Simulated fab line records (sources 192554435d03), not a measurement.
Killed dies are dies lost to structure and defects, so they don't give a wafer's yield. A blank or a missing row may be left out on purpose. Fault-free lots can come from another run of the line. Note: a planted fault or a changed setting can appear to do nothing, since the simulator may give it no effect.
fab line records    flow n5-finfet
[record] lots = 5  wafers = 15  last-day = 17
route steps=1938 shown BEOL_M9@1434
lots that met no fault: from a run of the same line without faults
start-h: the number of hours between the record's first day and the start of the first shown wafer of the lot    wait-h: how many hours have passed since the lot's step before this one    " same as the row above    L1.1+2: a single row standing in for several wafers    - no value, or no start given    * or withheld: withheld    < > ~ a bound
route shown NAME@n: names a module that has steps shown in the file, with the first one's number in the route    usual: the fault-free wafers' mean and standard deviation    same: alike in all rows    chamber/n: place in a boat    sites: readings site by site    _std_site: standard deviation across them    _edge_site: the outer-site mean with the inner-site mean subtracted    radius-mm: for every site, how far away it sits from the centre of the wafer    mask NAME#n: copy n    behind: the last tool/chamber to shape the wafer    hold: why the lot was held/for how many hours/how that ended    device: whichever transistor did not switch (one of n, p or np)    end of line: tests of these same wafers at the route's end    for a step that has no rows: nothing shown but its recipe    killed: the dies lost at the first sort to structure and to defects; this is not the yield of the wafer    map: a wafer's dies, x killed, . not, _ none there
set.NAME: the run value of the setting; set.NAME@STEP: its run value at that earlier step    model.NAME: the simulator's own value behind a step, which no gauge read
a table for each step, a row for each wafer; lots at some steps of the route
services: a tool's chamber out of use, with start hour (start-h, from the record's first day; less than 0 if before it), hours out, and reason
[[steps]]
[step N5_BEOL_M9_CD_MEAS_28]
[recipe] target-cd-nm = 70  landing-energy-ev = 500  detector = se-inlens  polarity = opening
[usual] cd-nm = 70.07/0.27
lot.wafer  tool       chamber  start-h  wait-h  cd-nm
L968.1     cd-sem-03  0        228.04   -       70.22
L968.3     "          0        "        "       70.06
L968.6     "          0        "        "       70.11
L969.2     cd-sem-01  0        230.27   -       69.72
L969.4     "          0        "        "       69.92
L969.6     "          0        "        "       69.75
L978.1     cd-sem-03  0        301.50   -       69.79
L978.3     "          0        "        "       70.07
L978.6     "          0        "        "       69.91
L982.3     cd-sem-03  0        306.20   -       70.09
L982.4     "          0        "        "       69.93
L982.5     "          0        "        "       70.18
L988.1     cd-sem-02  0        341.40   -       69.65
L988.3     "          0        "        "       69.94
L988.4     "          0        "        "       69.96
[step N5_BEOL_M9_OVL_MEAS_29]
[recipe] points-per-wafer = 522
[usual] V8_OVL = 0.5/0.74
lot.wafer  tool        chamber  start-h  wait-h  V8_OVL[nm]
L968.1     overlay-02  0        228.07   0.0     -0.3
L968.3     "           0        "        "       -1.5
L968.6     "           0        "        "       0.4
L969.2     overlay-01  0        230.31   0.0     0.8
L969.4     "           0        "        "       0.5
L969.6     "           0        "        "       1.1
L978.1     overlay-01  0        301.53   0.0     -0.9
L978.3     "           0        "        "       -1.2
L978.6     "           0        "        "       -0.4
L982.3     overlay-01  0        306.24   0.0     0.1
L982.4     "           0        "        "       0.6
L982.5     "           0        "        "       0.0
L988.1     overlay-01  0        341.43   0.0     0.7
L988.3     "           0        "        "       0.7
L988.4     "           0        "        "       -0.1
[step N5_BEOL_M9_INSPECT_30]
[recipe] mode = adi  inspect-instrument = brightfield
[usual] raw-defect-count = 464/100
lot.wafer  tool               chamber  start-h  wait-h  raw-defect-count
L968.1     defect-inspect-02  -        228.13   0.1     367
L968.3     "                  -        "        "       525
L968.6     "                  -        "        "       375
L969.2     defect-inspect-02  -        230.36   0.0     573
L969.4     "                  -        "        "       617
L969.6     "                  -        "        "       541
L978.1     defect-inspect-02  -        301.59   0.1     641
L978.3     "                  -        "        "       636
L978.6     "                  -        "        "       494
L982.3     defect-inspect-01  -        306.29   0.0     412
L982.4     "                  -        "        "       308
L982.5     "                  -        "        "       441
L988.1     defect-inspect-02  -        341.49   0.1     381
L988.3     "                  -        "        "       576
L988.4     "                  -        "        "       635
[step N5_BEOL_M9_DESCUM_33]
[recipe] chemistry = O2  time-s = 7  source-power-w = 50  bias-power-w = 20  pressure-mtorr = 20  rf-frequency-hz = 2.712e+07  temp-c = 40  resist = CAR-EUV  o2-flow-sccm = 225
[step N5_BEOL_M9_ETCH_76]
[recipe] chemistry = N2/H2  target = underlayer  target-depth-a = 65  mask-material = CAR-EUV  time-s = 5.2  ion-energy-ev = 200  pressure-mtorr = 30  source-w = 840  bias-w = 150  n2-flow-sccm = 200  h2-flow-sccm = 200  ends = cleared
[usual] drypump-motor-current-A = 5.84/0.27  etch-rf-on-time-s = 5.19/0.11  oes-product-au = 0.68/0.079  rf-vpp-V = 524.2/2.3  showerhead-plenum-p-Torr = 2.55/0.076  throttle-valve-pct = 17.91/0.28
lot.wafer  tool         chamber  start-h  wait-h  drypump-motor-current-A  etch-rf-on-time-s  oes-product-au  rf-hours-counter-h  rf-vpp-V  showerhead-plenum-p-Torr  throttle-valve-pct
L968.1     rie-diel-06  3        228.20   0.0     6.15                     5.27               0.68            97                  520.9     2.45                      17.96
L968.3     "            0        "        "       5.86                     5.27               0.57            247                 527.4     2.60                      18.16
L968.6     "            3        "        "       6.16                     5.27               0.67            -                   522.9     2.45                      18.00
L969.2     rie-diel-02  0        230.47   0.0     6.11                     5.28               0.64            174                 524.0     2.53                      18.12
L969.4     "            2        "        "       5.29                     5.30               0.64            -                   521.4     2.45                      17.79
L969.6     "            1        "        "       5.89                     5.22               0.60            -                   522.2     2.50                      18.17
L978.1     rie-diel-06  3        301.66   0.0     6.18                     5.31               0.65            125                 520.5     2.44                      18.02
L978.3     "            2        "        "       5.78                     5.12               0.61            224                 523.8     2.62                      18.11
L978.6     "            0        "        "       5.84                     5.18               0.76            -                   526.6     2.59                      17.74
L982.3     rie-diel-02  2        306.36   0.0     5.31                     5.26               0.64            189                 520.6     2.43                      17.81
L982.4     "            0        "        "       6.10                     5.35               0.62            -                   523.7     2.52                      18.17
L982.5     "            3        "        "       5.60                     5.18               0.79            -                   526.6     2.59                      17.68
L988.1     rie-diel-04  1        341.69   0.0     6.27                     4.98               0.75            61                  526.0     2.69                      17.98
L988.3     "            2        "        "       5.82                     5.00               0.73            66                  520.5     2.48                      17.28
L988.4     "            2        "        "       5.83                     4.96               0.72            -                   522.2     2.48                      17.26
[step N5_BEOL_M9_ETCH_65]
[recipe] chemistry = CF4  target = SiARC  target-depth-a = 156  mask-material = CAR-EUV  time-s = 26  ion-energy-ev = 80  pressure-mtorr = 40  source-w = 545  bias-w = 36  Ar_flow_sccm = 100  cf4-flow-sccm = 100  ends = cleared
[step N5_BEOL_M9_ETCH_66]
[recipe] chemistry = N2/H2  target = SOC  target-depth-a = 800  overetch-a = 160  mask-material = SiARC  temp-c = 40  time-s = 120  ion-energy-ev = 200  pressure-mtorr = 30  source-w = 840  bias-w = 150  n2-flow-sccm = 200  h2-flow-sccm = 200
[step N5_BEOL_M9_STRIP_69]
[recipe] chemistry = N2/H2  temp-c = 40  n2-flow-sccm = 200  h2-flow-sccm = 200  rf-frequency-hz = 6e+07
[step N5_BEOL_M9_STRIP_77]
[recipe] chemistry = N2/H2  temp-c = 40  n2-flow-sccm = 200  h2-flow-sccm = 200  rf-frequency-hz = 6e+07
[step N5_BEOL_M9_VIA_ETCH_34]
[recipe] chemistry = C4F6/O2  target = SiCOH_lowk  target-depth-a = 1824  mask-material = SOC  taper-deg = 4  time-s = 68.4  ion-energy-ev = 250  pressure-mtorr = 30  source-w = 345  bias-w = 185  Ar_flow_sccm = 300  C4F6_flow_sccm = 10  O2_flow_sccm = 10
[step N5_BEOL_M9_STRIP_73]
[recipe] chemistry = C4F6/O2  resist = SiARC  rf-frequency-hz = 6e+07
[step N5_BEOL_M9_STRIP_36]
[recipe] chemistry = N2/H2  power-w = 450  temp-c = 40  pressure-mtorr = 20  rf-frequency-hz = 6e+07  overash-fraction = 0.3  bias-power-w = 7  h2-frac = 0.5  n2-flow-sccm = 200  h2-flow-sccm = 200
[step N5_BEOL_M9_TRENCH_ETCH_37]
[recipe] chemistry = C4F6/O2  target-depth-a = 1514.3  target = SiCOH_lowk  time-s = 49  ion-energy-ev = 250  pressure-mtorr = 30  source-w = 345  bias-w = 185  Ar_flow_sccm = 300  C4F6_flow_sccm = 10  O2_flow_sccm = 10
[usual] drypump-motor-current-A = 5.84/0.27  oes-product-au = 0.80/0.093  rf-vpp-V = 668/5.4  showerhead-plenum-p-Torr = 2.85/0.081  throttle-valve-pct = 20.99/0.26
lot.wafer  tool         chamber  start-h  wait-h  drypump-motor-current-A  oes-product-au  rf-hours-counter-h  rf-vpp-V  showerhead-plenum-p-Torr  throttle-valve-pct  model.BEOL_M9.feature-depth-nm  model.etch.depth-nm
L968.1     rie-diel-06  3        228.44   -       6.15                     0.79            97                  672       2.76                      21.08               150.6                           150.6
L968.3     "            0        "        "       5.84                     0.68            247                 669       2.91                      21.31               149.8                           149.8
L968.6     "            3        "        "       6.17                     0.80            -                   671       2.76                      21.06               149.6                           149.6
L969.2     rie-diel-02  0        230.72   -       6.08                     0.75            174                 666       2.84                      21.21               147.6                           147.5
L969.4     "            2        "        "       5.31                     0.75            -                   661       2.73                      20.75               149.8                           149.8
L969.6     "            1        "        "       5.89                     0.70            -                   669       2.81                      21.29               150                             150
L978.1     rie-diel-06  3        301.90   -       6.12                     0.76            125                 672       2.75                      21.11               159.2                           159.1
L978.3     "            2        "        "       5.77                     0.71            224                 673       2.93                      21.13               151.8                           151.8
L978.6     "            0        "        "       5.85                     0.90            -                   668       2.90                      20.99               151.4                           151.5
L982.3     rie-diel-02  2        306.60   -       5.33                     0.74            189                 660       2.72                      20.79               149.6                           149.6
L982.4     "            0        "        "       6.08                     0.72            -                   667       2.83                      21.26               147.2                           147.2
L982.5     "            3        "        "       5.60                     0.93            -                   660       2.90                      20.75               152.2                           152.1
L988.1     rie-diel-04  1        341.94   -       6.26                     0.87            62                  668       3.00                      21.08               155.6                           155.6
L988.3     "            2        "        "       5.80                     0.85            66                  669       2.77                      20.31               155.6                           155.6
L988.4     "            2        "        "       5.82                     0.85            -                   670       2.77                      20.31               156                             156
[step N5_BEOL_M9_ETCH_41]
[recipe] chemistry = CH3F/O2  target = SiCN  target-depth-a = 366  taper-deg = 2  time-s = 70.1  ion-energy-ev = 120  mask-material = TiN  pressure-mtorr = 30  source-w = 395  bias-w = 75  Ar_flow_sccm = 150  CH3F_flow_sccm = 30  O2_flow_sccm = 20
[step N5_BEOL_M9_STRIP_80]
[recipe] chemistry = N2/H2  time-s = 10  power-w = 450  temp-c = 40  pressure-mtorr = 20  rf-frequency-hz = 6e+07  bias-power-w = 7  n2-flow-sccm = 200  h2-flow-sccm = 200
[usual] drypump-motor-current-A = 5.84/0.27  oes-product-au = 0.80/0.095  rf-vpp-V = 59.2/0.89  showerhead-plenum-p-Torr = 2.54/0.076  throttle-valve-pct = 23.7/0.31
lot.wafer  tool         chamber  start-h  wait-h  drypump-motor-current-A  oes-product-au  rf-hours-counter-h  rf-vpp-V  showerhead-plenum-p-Torr  throttle-valve-pct
L968.1     rie-diel-06  3        -        -       6.18                     0.79            97                  59.3      2.45                      23.8
L968.3     "            0        "        "       5.83                     0.67            247                 59.7      2.60                      23.7
L968.6     "            3        "        "       6.18                     0.79            -                   60.6      2.45                      23.8
L969.2     rie-diel-02  0        -        -       6.08                     0.75            174                 59.2      2.53                      23.9
L969.4     "            2        "        "       5.31                     0.76            -                   57.8      2.44                      23.6
L969.6     "            1        "        "       5.90                     0.70            -                   60.1      2.50                      23.9
L978.1     rie-diel-06  3        -        -       6.13                     0.77            125                 60.1      2.44                      23.8
L978.3     "            2        "        "       5.78                     0.70            224                 60.4      2.62                      23.9
L978.6     "            0        "        "       5.85                     0.91            -                   58.1      2.59                      23.4
L982.3     rie-diel-02  2        -        -       5.29                     0.73            189                 58.2      2.43                      23.6
L982.4     "            0        "        "       6.10                     0.72            -                   58.3      2.51                      24.0
L982.5     "            3        "        "       5.59                     0.94            -                   58.1      2.59                      23.5
L988.1     rie-diel-04  1        -        -       6.26                     0.88            62                  59.4      2.68                      23.9
L988.3     "            2        "        "       5.86                     0.85            66                  58.6      2.47                      23.0
L988.4     "            2        "        "       5.87                     0.85            -                   59.0      2.47                      23.0
[step N5_BEOL_M9_OCD_MEAS_38]
[usual] trench-depth-nm = 151.7/2.7
lot.wafer  tool    chamber  start-h  wait-h  trench-depth-nm
L968.1     ocd-02  -        228.62   -       150.9
L968.3     "       -        "        "       149.6
L968.6     "       -        "        "       149.7
L969.2     ocd-02  -        230.89   -       147.9
L969.4     "       -        "        "       149.3
L969.6     "       -        "        "       149.7
L978.1     ocd-02  -        302.08   -       159.4
L978.3     "       -        "        "       152.0
L978.6     "       -        "        "       151.5
L982.3     ocd-01  -        306.78   -       149.9
L982.4     "       -        "        "       147.6
L982.5     "       -        "        "       151.9
L988.1     ocd-02  -        342.11   -       155.7
L988.3     "       -        "        "       155.4
L988.4     "       -        "        "       155.7
[step N5_BEOL_M9_HM_STRIP_39]
[recipe] chemistry = peroxide-tin-strip  material = TiN  target-depth-a = 250  temp-c = 50  time-s = 158
[step N5_BEOL_M9_SRD_40]
[recipe] time-s = 30  temp-c = 23  rinse-liquid = diw  dry = ipa-marangoni
[step N5_BEOL_M9_PRECLEAN_42]
[recipe] chemistry = residue-remover  time-s = 60  temp-c = 40
[step N5_BEOL_M9_SRD_43]
[recipe] time-s = 30  temp-c = 23  rinse-liquid = diw  dry = ipa-marangoni
[step N5_BEOL_M9_CD_MEAS_35]
[recipe] target-cd-nm = 70  target-cd-y-nm = 40  polarity = opening
[usual] cd-nm = 69.8/0.54
lot.wafer  tool       chamber  start-h  wait-h  cd-nm
L968.1     cd-sem-03  -        228.77   0.0     70.2
L968.3     "          -        "        "       70.7
L968.6     "          -        "        "       70.7
L969.2     cd-sem-01  -        231.05   0.0     69.4
L969.4     "          -        "        "       69.7
L969.6     "          -        "        "       69.7
L978.1     cd-sem-03  -        302.23   0.0     69.6
L978.3     "          -        "        "       69.5
L978.6     "          -        "        "       69.5
L982.3     cd-sem-01  -        307.03   0.0     69.8
L982.4     "          -        "        "       69.9
L982.5     "          -        "        "       69.2
L988.1     cd-sem-01  -        342.27   0.0     70.1
L988.3     "          -        "        "       70.2
L988.4     "          -        "        "       70.2
[step N5_BEOL_M9_CURE_72]
[recipe] temp-c = 370  time-s = 120  ambient = DMADMS/He  material = SiCOH_lowk
[usual] lamp-power-pct = 52.31/0.056  wafer_temp_C_max = 371.9/0.68
lot.wafer  tool        chamber  start-h  wait-h  lamp-power-pct  wafer_temp_C_max
L968.1     uv-cure-03  0        228.82   0.0     52.28           372.9
L968.3     "           0        "        "       52.38           371.8
L968.6     "           0        "        "       52.30           371.9
L969.2     uv-cure-03  0        231.25   0.2     52.21           371.8
L969.4     "           0        "        "       52.27           372.6
L969.6     "           0        "        "       52.30           372.1
L978.1     uv-cure-01  2        302.27   0.0     52.46           372.4
L978.3     "           2        "        "       52.25           372.9
L978.6     "           2        "        "       52.33           373.2
L982.3     uv-cure-01  1        307.24   0.2     52.33           371.2
L982.4     "           1        "        "       52.30           371.6
L982.5     "           1        "        "       52.24           371.6
L988.1     uv-cure-01  0        342.31   0.0     52.33           370.8
L988.3     "           0        "        "       52.30           371.3
L988.4     "           0        "        "       52.29           371.0
[step N5_BEOL_M9_DEGAS_44]
[recipe] ambient = vacuum  temp-c = 250  time-s = 60
[usual] heater-power-w = 347/39
lot.wafer  tool            chamber  start-h  wait-h  heater-power-w
L968.1     pvd-sputter-02  -        230.41   1.5     303
L968.3     "               -        "        "       379
L968.6     "               -        "        "       375
L969.2     pvd-sputter-01  -        231.58   0.3     294
L969.4     "               -        "        "       366
L969.6     "               -        "        "       353
L978.1     pvd-sputter-03  -        303.01   0.7     372
L978.3     "               -        "        "       418
L978.6     "               -        "        "       292
L982.3     pvd-sputter-02  -        307.54   0.2     375
L982.4     "               -        "        "       343
L982.5     "               -        "        "       383
L988.1     pvd-sputter-03  -        343.10   0.7     344
L988.3     "               -        "        "       298
L988.4     "               -        "        "       409
[step N5_BEOL_M9_PRE_CLEAN_45]
[recipe] gas = H2/He  time-s = 30  temp-c = 250
[step N5_BEOL_M9_ALD_74]
[recipe] material = TaN  target-thk-a = 20  temp-c = 275  ald-precursor-family = PDMAT  ald-co-reactant = NH3  pressure-torr = 3  carrier-flow-sccm = 1500  pulse-time-s = 2  purge-time-s = 3  co-reactant-purge-time-s = 2  co-reactant-pulse-time-s = 3  ald-cycles = 40  precursor-vessel-temp-c = 75  precursor-vessel-pressure-torr = 26.25  precursor-vessel-carrier-sccm = 1000
[step N5_BEOL_M9_SURFACE_TREAT_79]
[recipe] gas = Ar  time-s = *  ion-energy-ev = *  ion-current-ma-cm2 = 0.5  pressure-mtorr = *  ar-flow-sccm = 30
[usual] throttle-valve-pct = *
lot.wafer  tool            chamber  start-h  wait-h  throttle-valve-pct
L968.1     pvd-sputter-03  -        230.89   0.2     *
L968.3     "               -        "        "       *
L968.6     "               -        "        "       *
L969.2     pvd-sputter-01  -        233.60   1.8     *
L969.4     "               -        "        "       *
L969.6     "               -        "        "       *
L978.1     pvd-sputter-03  -        303.69   0.2     *
L978.3     "               -        "        "       *
L978.6     "               -        "        "       *
L982.3     pvd-sputter-03  -        308.01   0.2     *
L982.4     "               -        "        "       *
L982.5     "               -        "        "       *
L988.1     pvd-sputter-03  -        343.70   0.4     *
L988.3     "               -        "        "       *
L988.4     "               -        "        "       *
[step N5_BEOL_M9_CVD_78]
[recipe] material = Co  target-thk-a = 20  temp-c = withheld  precursor = CCTBA/H2  pressure-torr = 30  time-s = 138.9
[step N5_BEOL_M9_SPUTTER_48]
[recipe] material = Cu  target-thk-a = 120  temp-c = -20  bias-v = 60  power-w = 26000  chamber-pressure-pa = 0.13  time-s = 2
[step N5_BEOL_M9_ECD_50]
[recipe] material = Cu  target-thk-a = 3180
[step N5_BEOL_M9_ANNEAL_51]
[recipe] temp-c = 225  time-s = 90  ambient = N2
[step N5_BEOL_M9_CMP_52]
[recipe] stop-on = SiCOH_lowk  t-overpolish-s = 7  down-force-psi = 1  platen-rpm = 50  clearing-platen-down-force-psi = 1.5  clearing-platen-rpm = 50  post-cmp-clean = cu-alkaline  target-thk-nm = 140  clearing-platen-pad-velocity-m-s = 0.99484  pad-velocity-m-s = 0.99484
[usual] barrier-field-endpoint-s = 28.6/0.67  motor-current-A = 5.9/0.61  overpolish-run-s = 7.000/0.0083  time-to-endpoint-s = 64.3/2.9
lot.wafer  tool    chamber  start-h  wait-h  barrier-field-endpoint-s  motor-current-A  overpolish-run-s  time-to-endpoint-s  model.Cu_of_BEOL_M9_ECD_50.thk-nm
L968.3     cmp-02  0        231.82   0.3     28.0                      5.9              6.994             67.8                137.6
L968.1     "       1        "        "       28.5                      6.9              6.987             69.5                138
L968.6     "       3        "        "       29.0                      6.0              6.999             69.7                138.6
L969.2     cmp-02  3        234.49   0.3     28.2                      5.7              6.988             63.1                135
L969.4     "       0        "        "       28.5                      6.0              6.992             65.8                137.8
L969.6     "       2        "        "       28.3                      5.1              6.994             63.8                138.2
L978.1     cmp-02  2        304.93   0.3     28.4                      5.3              6.997             60.5                146.6
L978.3     "       3        "        "       28.2                      5.6              7.001             59.6                139.6
L978.6     "       0        "        "       29.2                      6.0              6.996             61.9                140
L982.4     cmp-02  3        309.26   0.2     28.8                      5.9              6.996             63.9                134.6
L982.3     "       0        "        "       30.5                      6.1              7.003             69.4                136.8
L982.5     "       2        "        "       30.5                      5.0              6.999             66.6                140
L988.3     cmp-03  1        345.15   0.2     28.4                      6.5              6.993             64.6                146.6
L988.1     "       2        "        "       28.7                      5.8              6.994             69.6                145.2
L988.4     "       0        "        "       28.4                      6.2              7.007             62.0                144
[step N5_BEOL_M9_THK_MEAS_53]
[recipe] thk-meas-gauge = xrf  reads = Cu_of_BEOL_M9_ECD_50
[usual] M9_THK = 138.9/3
lot.wafer  tool           chamber  start-h  wait-h  M9_THK[nm]
L968.1     film-metro-02  -        232.07   -       138.5
L968.3     "              -        "        "       137.9
L968.6     "              -        "        "       139.1
L969.2     film-metro-01  -        234.71   -       132.9
L969.4     "              -        "        "       135.1
L969.6     "              -        "        "       136.5
L978.1     film-metro-01  -        305.15   -       142.8
L978.3     "              -        "        "       136.4
L978.6     "              -        "        "       137.0
L982.3     film-metro-02  -        309.51   -       135.5
L982.4     "              -        "        "       133.7
L982.5     "              -        "        "       139.5
L988.1     film-metro-02  -        345.44   -       144.7
L988.3     "              -        "        "       145.8
L988.4     "              -        "        "       143.2
[[services]]
tool         chamber  start-h  hours  kind
uv-cure-03   -        206.51   2.9    repair
cmp-02       -        214.94   0.6    repair
rie-diel-02  3        220.00   -      clean
rie-diel-02  3        220.00   -      consumable-replace:focus-ring
rie-diel-02  3        220.00   18.5   scheduled-down
rie-diel-02  3        220.00   18.5   vent-cycle
uv-cure-03   -        223.53   5.0    pm
rie-diel-06  1        227.30   -      clean
rie-diel-06  1        227.30   -      consumable-replace:focus-ring
rie-diel-06  1        227.30   12.9   scheduled-down
rie-diel-06  1        227.30   12.9   vent-cycle
rie-diel-02  3        240.04   7.0    repair
cmp-02       -        246.27   2.4    repair
rie-diel-04  3        256.08   4.6    repair
cmp-03       -        262.13   4.7    pm
rie-diel-04  -        270.47   28.1   pm
cmp-03       -        276.42   4.0    pm
rie-diel-02  3        286.50   12.4   repair
rie-diel-04  2        300.05   8.2    repair
cmp-02       -        311.51   1.6    repair
rie-diel-06  2        315.03   5.0    repair
uv-cure-01   -        328.79   3.4    pm
rie-diel-04  2        334.34   3.7    repair
cmp-02       -        338.58   4.0    pm
[[key]]
first-sign none at tools or gauges
[model-effect] step = N5_BEOL_M9_TRENCH_ETCH_37  value = BEOL_M9.feature-depth-nm  without = 147.8  struck = 159.2
[model-effect] step = N5_BEOL_M9_CMP_52  value = Cu_of_BEOL_M9_ECD_50.thk-nm  without = 135.4  struck = 146.6
met-at N5_BEOL_M9_TRENCH_ETCH_37
struck-wafers L978.1
onset-between 228.44 301.90
[fault] kind = process-parameter-drift  tool = rie-diel-06  chamber = -  onset-h = 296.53  steps = N5_BEOL_M9_TRENCH_ETCH_37  channel = target-depth-a  offset = 115.48  shape = step  end-h = 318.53  scope = struck-wafers-only  acts-in = these-recipes-only  stated = 1514.3
